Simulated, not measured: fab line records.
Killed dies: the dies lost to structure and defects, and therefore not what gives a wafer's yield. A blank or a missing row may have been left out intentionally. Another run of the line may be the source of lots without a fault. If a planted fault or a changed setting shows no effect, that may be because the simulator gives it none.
fab line records ; flow nand-harc
record lots=11; wafers=33; last-day=24
route steps=1159 shown P_M1@302 END@1159
lots that met no fault: from a run of the same line without faults
start-h: hours from the record's first day to the start of the lot's first wafer shown ; wait-h: hours elapsed since this lot's preceding step ; " the same as in the row above ; L1.1+2: several wafers, shown together as one row ; - either no value or no given start ; * or withheld: withheld ; < > ~ a bound
route shown NAME@n: NAME is a module with steps in the file, n the number in the route of the first one ; usual: mean/standard deviation of fault-free wafers ; same: alike in all rows ; chamber/n: place in a boat ; sites: readings site by site ; _std_site: their standard deviation ; _edge_site: outer sites' mean less inner sites' ; radius-mm: how far each site lies from the wafer's centre ; mask NAME#n: copy n ; behind: the last tool/chamber to shape the wafer ; hold: cause of the lot's hold/its duration in hours/its outcome ; device: which transistor (n, p or np) failed to switch ; end of line: the same wafers' tests at the end of the route ; step lacking rows: just its recipe ; killed: dies that structure and defects cost at the first sort, which is not the same as the wafer's yield ; map: per-die view of a wafer (x killed, . not killed, _ where there is no die)
set.NAME: the setting as run; set.NAME@STEP: as run at that earlier step ; model.NAME: the simulator's own value behind a step, which no gauge read
route steps across a sampled set of lots; one table per step, one row per wafer
services: a tool's chamber out of use, with start hour (start-h, from the record's first day; less than 0 if before it), hours out, and reason
## steps
# step NHARC_P_M1_STRIP_18
# recipe power-w=1000; n2-flow-sccm=150; h2-flow-sccm=150; ar-flow-sccm=0; bias-w=0; chemistry=N2/H2
# usual drypump-motor-current-A=5.8/0.5; h2-flow-sccm=150.0/0.43; mfc-ar-sccm=0.010/0.011; n2-flow-sccm=150.0/0.47; oes-product-au=0.999/0.011; rf-vpp-V=90.7/0.99; showerhead-plenum-p-Torr=2.04/0.097; throttle-valve-pct=14.171/0.0083
lot.wafer;tool;chamber;start-h;wait-h;drypump-motor-current-A;h2-flow-sccm;mfc-ar-sccm;n2-flow-sccm;oes-product-au;rf-hours-counter-h;rf-vpp-V;showerhead-plenum-p-Torr;throttle-valve-pct
L846.2;rie-diel-10;3;122.38;0.1;6.6;150.8;0.023;150.1;1.010;9;90.4;2.00;14.154
L846.1;rie-diel-10;0;122.38;0.1;6.0;150.0;0.003;149.3;0.992;9;91.6;1.94;14.175
L846.5;rie-diel-10;2;122.38;0.1;5.9;149.8;0.025;149.8;1.008;-;90.8;2.19;14.155
L847.3;rie-diel-04;3;134.83;0.1;6.4;150.0;0;149.3;0.990;1;91.0;1.98;14.161
L847.2;rie-diel-04;1;134.83;0.1;6.1;149.7;0;150.0;0.994;1;89.7;1.96;14.171
L847.5;rie-diel-04;3;134.83;0.1;6.4;150.6;0;149.7;0.987;-;89.5;1.98;14.180
L848.4;rie-diel-10;0;136.02;0.1;6.0;150.2;0.003;150.7;0.997;10;90.4;1.94;14.193
L848.2;rie-diel-10;2;136.02;0.1;5.8;150.0;0.025;149.6;1.004;11;91.1;2.19;14.162
L848.5;rie-diel-10;0;136.02;0.1;6.0;149.4;0.003;150.0;0.991;-;90.3;1.94;14.165
L849.3;rie-diel-09;1;136.55;0.1;5.0;149.7;0.027;149.4;0.983;1;91.1;2.21;14.178
L849.4;rie-diel-09;2;136.55;0.1;5.8;150.2;0.002;149.8;1.012;-;91.5;2.18;14.183
L849.6;rie-diel-09;3;136.55;0.1;6.1;150.5;0;150.3;0.988;-;89.6;1.98;14.182
L851.2;rie-diel-04;2;153.00;0.1;5.1;149.7;0.021;150.2;1.017;2;91.1;2.09;14.179
L851.3;rie-diel-04;3;153.00;0.1;6.4;150.6;0;150.2;0.996;2;89.7;1.98;14.157
L851.6;rie-diel-04;0;153.00;0.1;6.0;150.1;0.012;150.9;1.018;-;89.7;1.92;14.162
L852.4;rie-diel-10;1;156.19;0.1;5.3;150.1;0;149.3;0.999;11;91.7;2.10;14.180
L852.2;rie-diel-10;2;156.19;0.1;5.8;150.4;0.025;150.4;1.009;12;90.5;2.19;14.168
L852.6;rie-diel-10;3;156.19;0.1;6.6;150.2;0.023;150.9;1.002;-;90.1;2.00;14.169
L855.1;rie-diel-10;2;170.45;0.1;5.9;150.0;0.025;150.9;1.010;13;91.8;2.19;14.172
L855.3;rie-diel-10;3;170.45;0.1;6.6;149.9;0.023;149.7;1.010;13;90.5;2.00;14.166
L855.5;rie-diel-10;2;170.45;0.1;5.9;149.5;0.025;150.5;1.015;-;91.8;2.19;14.172
L854.3;rie-diel-09;1;173.00;0.1;5.0;150.8;0.027;149.6;0.996;2;92.6;2.21;14.161
L854.1;rie-diel-09;3;173.00;0.1;6.0;149.7;0;150.4;0.997;2;90.4;1.98;14.176
L854.5;rie-diel-09;0;173.00;0.1;5.3;149.4;0;150.2;1.000;-;90.4;2.04;14.182
L861.1;rie-diel-10;3;220.75;0.1;6.6;150.1;0.023;149.2;0.994;3;90.6;2.00;14.169
L861.2;rie-diel-10;2;220.75;0.1;5.8;149.2;0.025;149.4;0.994;3;90.6;2.19;14.169
L861.5;rie-diel-10;0;220.75;0.1;6.0;150.3;0.003;149.4;0.987;-;91.7;1.93;14.180
L867.1;rie-diel-04;1;249.04;0.1;6.1;150.3;0;150.2;1.006;8;90.5;1.96;14.177
L867.3;rie-diel-04;2;249.04;0.1;5.1;150.7;0.021;149.8;1.002;7;89.1;2.09;14.169
L867.6;rie-diel-04;2;249.04;0.1;5.1;150.3;0.021;149.2;1.004;-;90.4;2.09;14.173
L868.4;rie-diel-04;3;250.91;0.1;6.4;149.5;0;149.3;0.993;8;90.0;1.98;14.162
L868.2;rie-diel-04;1;250.91;0.1;6.2;149.7;0;149.8;1.005;8;90.9;1.96;14.160
L868.5;rie-diel-04;3;250.91;0.1;6.4;150.1;0;149.4;0.990;-;90.2;1.98;14.189
# step NHARC_P_M1_PVD_20
# recipe target-thk-a=50; bias-v=168.6; power-w=15000; chamber-pressure-pa=0.12; time-s=8.06; substrate-temp-c=50; material=TaN
# usual chamber-pressure-pa=0.11999/0.00026; throttle-valve-pct=30.1/1.1
lot.wafer;tool;chamber;start-h;wait-h;chamber-pressure-pa;throttle-valve-pct
L846.1;pvd-sputter-02;-;-;-;0.11998;32.2
L846.2;pvd-sputter-02;-;-;-;0.11954;31.4
L846.5;pvd-sputter-02;-;-;-;0.11996;29.6
L847.3;pvd-sputter-01;-;-;-;0.11946;28.7
L847.2;pvd-sputter-01;-;-;-;0.12018;31.0
L847.5;pvd-sputter-01;-;-;-;0.11962;29.7
L848.2;pvd-sputter-01;-;-;-;0.11996;31.0
L848.4;pvd-sputter-01;-;-;-;0.12011;31.1
L848.5;pvd-sputter-01;-;-;-;0.11998;30.9
L849.4;pvd-sputter-02;-;-;-;0.11986;29.5
L849.3;pvd-sputter-02;-;-;-;0.11965;32.3
L849.6;pvd-sputter-02;-;-;-;0.11977;29.5
L851.2;pvd-sputter-01;-;-;-;0.12054;31.0
L851.3;pvd-sputter-01;-;-;-;0.1197;29.5
L851.6;pvd-sputter-01;-;-;-;0.12023;30.8
L852.4;pvd-sputter-02;-;-;-;0.11964;31.5
L852.2;pvd-sputter-02;-;-;-;0.11985;32.4
L852.6;pvd-sputter-02;-;-;-;0.1199;31.3
L855.1;pvd-sputter-02;-;-;-;0.11941;29.5
L855.3;pvd-sputter-02;-;-;-;0.11997;32.5
L855.5;pvd-sputter-02;-;-;-;0.12023;28.9
L854.1;pvd-sputter-01;-;-;-;0.11986;29.0
L854.3;pvd-sputter-01;-;-;-;0.12013;30.3
L854.5;pvd-sputter-01;-;-;-;0.11978;30.6
L861.2;pvd-sputter-03;-;-;-;0.12029;30.0
L861.1;pvd-sputter-03;-;-;-;0.12005;29.9
L861.5;pvd-sputter-03;-;-;-;0.12005;30.0
L867.1;pvd-sputter-03;-;-;-;0.11994;28.0
L867.3;pvd-sputter-03;-;-;-;0.12038;29.9
L867.6;pvd-sputter-03;-;-;-;0.11972;30.4
L868.2;pvd-sputter-03;-;-;-;0.1201;30.0
L868.4;pvd-sputter-03;-;-;-;0.12003;29.9
L868.5;pvd-sputter-03;-;-;-;0.12028;28.0
# step NHARC_P_M1_ECD_22
# recipe target-thk-a=4000; bath-temp-c=25; material=Cu
lot.wafer;tool;chamber;start-h;wait-h
L846.1+2+5;ecd-cu-01;1,0,0;123.35;-
L847.2+3+5;ecd-cu-02;0,0,1;136.02;-
L848.2+4+5;ecd-cu-02;1,1,0;137.24;-
L849.4+3+6;ecd-cu-02;0,1,1;137.66;-
L851.2+3+6;ecd-cu-01;0,0,1;154.00;-
L852.2+4+6;ecd-cu-02;0;157.20;-
L855.1+3+5;ecd-cu-01;1,1,0;172.11;-
L855.1+3+5;ecd-cu-01;1,1,0;172.67;-
L854.1+3+5;ecd-cu-01;0;173.97;-
L861.1+2+5;ecd-cu-02;0,1,1;221.75;-
L861.1+2+5;ecd-cu-02;0,1,1;222.47;-
L867.1+3+6;ecd-cu-02;1,1,0;250.11;-
L868.2+4+5;ecd-cu-02;0;251.98;-
# step NHARC_P_M1_CMP_23
# recipe t-overpolish-s=20; target-thk-nm=157.82
# usual edge-zone-pressure-frac=1.000/0.0053; motor-current-A=11.4/1.2; time-to-endpoint-s=28.3/3
lot.wafer;tool;chamber;start-h;wait-h;edge-zone-pressure-frac;motor-current-A;time-to-endpoint-s
L846.1;cmp-03;0;124.11;-;0.995;10.2;29.5
L846.2;cmp-03;1;124.11;-;0.996;11.5;33.6
L846.5;cmp-03;3;124.11;-;0.997;9.4;32.2
L847.3;cmp-03;1;136.74;-;0.992;11.8;29.7
L847.2;cmp-03;0;136.74;-;1.004;10.2;24.1
L847.5;cmp-03;1;136.74;-;1.005;11.7;28.4
L848.4;cmp-03;1;137.94;-;1.002;11.6;32.2
L848.2;cmp-03;2;137.94;-;1.003;11.3;25.7
L848.5;cmp-03;1;137.94;-;1.000;11.2;29.3
L849.3;cmp-01;0;138.31;-;1.004;13.8;32.3
L849.4;cmp-01;2;138.31;-;1.013;12.2;30.9
L849.6;cmp-01;3;138.31;-;0.998;11.7;31.2
L851.3;cmp-03;2;154.69;-;0.996;11.1;27.6
L851.2;cmp-03;0;154.69;-;0.990;9.6;30.9
L851.6;cmp-03;2;154.69;-;1.003;11.2;25.5
L852.2;cmp-01;0;157.90;-;1.002;13.4;33.2
L852.4;cmp-01;2;157.90;-;0.996;12.6;30.0
L852.6;cmp-01;0;157.90;-;1.001;13.3;31.7
L855.1;cmp-02;2;173.61;-;0.997;12.7;60.8
L855.3;cmp-02;3;173.61;-;1.007;12.5;59.7
L855.5;cmp-02;2;173.61;-;0.997;12.3;60.5
L854.3;cmp-01;0;174.70;-;1.004;13.4;30.5
L854.1;cmp-01;2;174.70;-;1.004;11.8;29.0
L854.5;cmp-01;0;174.70;-;1.004;12.8;31.0
L861.2;cmp-01;3;223.52;-;1.005;10.7;58.2
L861.1;cmp-01;0;223.52;-;1.001;14.1;60.7
L861.5;cmp-01;2;223.52;-;0.999;12.5;59.2
L867.1;cmp-03;0;250.84;-;1.002;10.5;22.6
L867.3;cmp-03;2;250.84;-;1.001;10.9;23.6
L867.6;cmp-03;0;250.84;-;0.997;10.2;22.9
L868.2;cmp-03;1;252.82;-;1.001;12.1;26.7
L868.4;cmp-03;2;252.82;-;0.993;11.8;20.3
L868.5;cmp-03;0;252.82;-;1.010;10.3;21.2
# step NHARC_P_M1_PRE_CLEAN_32
# recipe time-s=12; temp-c=370; rf-power-w=300; gas=NH3
# usual heater-power-w=651/57
lot.wafer;tool;chamber;start-h;wait-h;heater-power-w
L846.2;pecvd-04;1;124.64;0.1;653
L846.1;pecvd-04;2;124.64;0.1;610
L846.5;pecvd-04;1;124.64;0.1;656
L847.3;pecvd-04;2;137.30;0.1;639
L847.2;pecvd-04;0;137.30;0.1;695
L847.5;pecvd-04;2;137.30;0.1;634
L848.2;pecvd-03;1;138.45;0.1;626
L848.5;pecvd-03;1;138.45;0.1;650
L848.4;pecvd-03;0;138.45;0.1;624
L849.3;pecvd-04;0;138.83;0.1;667
L849.6;pecvd-04;0;138.83;0.1;657
L849.4;pecvd-04;1;138.83;0.1;628
L851.2;pecvd-04;1;155.30;0.2;727
L851.3;pecvd-04;0;155.30;0.2;684
L851.6;pecvd-04;1;155.30;0.2;737
L852.2;pecvd-03;2;158.42;0.1;602
L852.6;pecvd-03;0;158.42;0.1;701
L852.4;pecvd-03;1;158.42;0.1;671
L855.1;pecvd-04;0;174.27;0.2;694
L855.3;pecvd-04;2;174.27;0.2;629
L855.5;pecvd-04;1;174.27;0.2;728
L854.1;pecvd-04;0;175.26;0.1;678
L854.3;pecvd-04;1;175.26;0.1;708
L854.5;pecvd-04;2;175.26;0.1;606
L861.2;pecvd-04;1;224.05;0.1;726
L861.1;pecvd-04;0;224.05;0.1;580
L861.5;pecvd-04;2;224.05;0.1;511
L867.1;pecvd-04;0;251.35;0.1;629
L867.3;pecvd-04;0;251.35;0.1;624
L867.6;pecvd-04;0;251.35;0.1;643
L868.2;pecvd-03;2;253.74;0.5;579
L868.4;pecvd-03;0;253.74;0.5;696
L868.5;pecvd-03;0;253.74;0.5;674
# step NHARC_END_SORT_01
# recipe temp-c=25
# usual defect-limited-yield=95.7/1.5; killed-at-array=25/10; killed-at-other=0.6/0.91; killed-at-periphery=3.6/2.9; killed-dies=29/10; killed-open=3.3/2; killed-short=1.9/1.5; sort_bin_2_pct=1.3/0.61; sort_bin_3_pct=0.26/0.19; sort_bin_4_pct=2.7/1; sort-n-pass=648/10; sort-rim-yield-pct=94/3.2; sort-yield-pct=95.7/1.5
# same gross-dies=677; sort_bin_5_pct[%]=0; sort_bin_6_pct[%]=0; sort_bin_7_pct[%]=0; sort_bin_8_pct[%]=0; sort-rim-n-gross=106.00
lot.wafer;tool;chamber;start-h;wait-h;defect-limited-yield[%];killed-at-array;killed-at-other;killed-at-periphery;killed-dies;killed-open;killed-short;sort_bin_2_pct[%];sort_bin_3_pct[%];sort_bin_4_pct[%];sort-n-pass;sort-rim-yield-pct[%];sort-yield-pct[%]
L861.1;prober-02;0;540.38;2.5;96.6;19;2;2;23;3;1;1.2;0.15;2.1;654;93;96.6
# killed by level:class
L861.1 A_STAIRCASE:chamber-film-flake=8 A_CHANNEL_HOLE_D1:chamber-film-flake=7 A_BLC:chamber-film-flake=2 P_CONTACT:geometric-particle:open=1 A_CONTACT:geometric-particle:open=1 A_CONTACT:geometric-particle:short=1 STARTING-WAFER:geometric-particle:open=1 P_GATE:chamber-film-flake=1
## services
tool;chamber;start-h;hours;kind
pvd-sputter-03;-;102.05;10.0;pm
rie-diel-10;0;104.16;1.7;repair
pecvd-03;-;111.61;13.0;pm
rie-diel-04;-;111.90;9.0;pm
cmp-01;-;118.77;1.9;repair
cmp-01;-;135.46;0.5;repair
rie-diel-10;1;139.59;3.5;repair
pvd-sputter-02;-;143.62;3.0;repair
pecvd-03;0;151.72;2.3;repair
cmp-03;-;156.13;4.0;pm
pvd-sputter-03;-;160.72;0.7;repair
rie-diel-10;1;160.92;7.2;repair
pvd-sputter-03;-;163.43;1.7;repair
pvd-sputter-01;-;167.55;5.1;repair
rie-diel-10;-;176.50;9.0;pm
cmp-01;-;179.50;4.0;pm
ecd-cu-02;-;180.00;8.0;pm
pecvd-04;-;195.00;13.0;pm
cmp-03;-;210.06;10.7;repair
pvd-sputter-02;-;214.00;10.0;pm
pvd-sputter-03;-;234.53;9.4;repair
pecvd-03;-;236.09;0.7;repair
pecvd-04;2;246.76;4.9;repair
pecvd-04;1;251.20;27.9;repair
## key
first-sign step=NHARC_P_M1_ECD_22; reading=visit; direction=added
effect step=NHARC_P_M1_CMP_23; reading=time-to-endpoint-s; direction=up; sigmas=11; usual=*; struck=*
met-at NHARC_P_M1_ECD_22
struck-lots L855,L861
not-acting-at NHARC_P_M1_STRIP_18,NHARC_P_M1_PVD_20,NHARC_P_M1_PRE_CLEAN_32
fault kind=repeated-step-whole; tool=ecd-cu-01,ecd-cu-02; chamber=-; onset-h=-; steps=NHARC_P_M1_ECD_22; times=1; scope=struck-lots-only
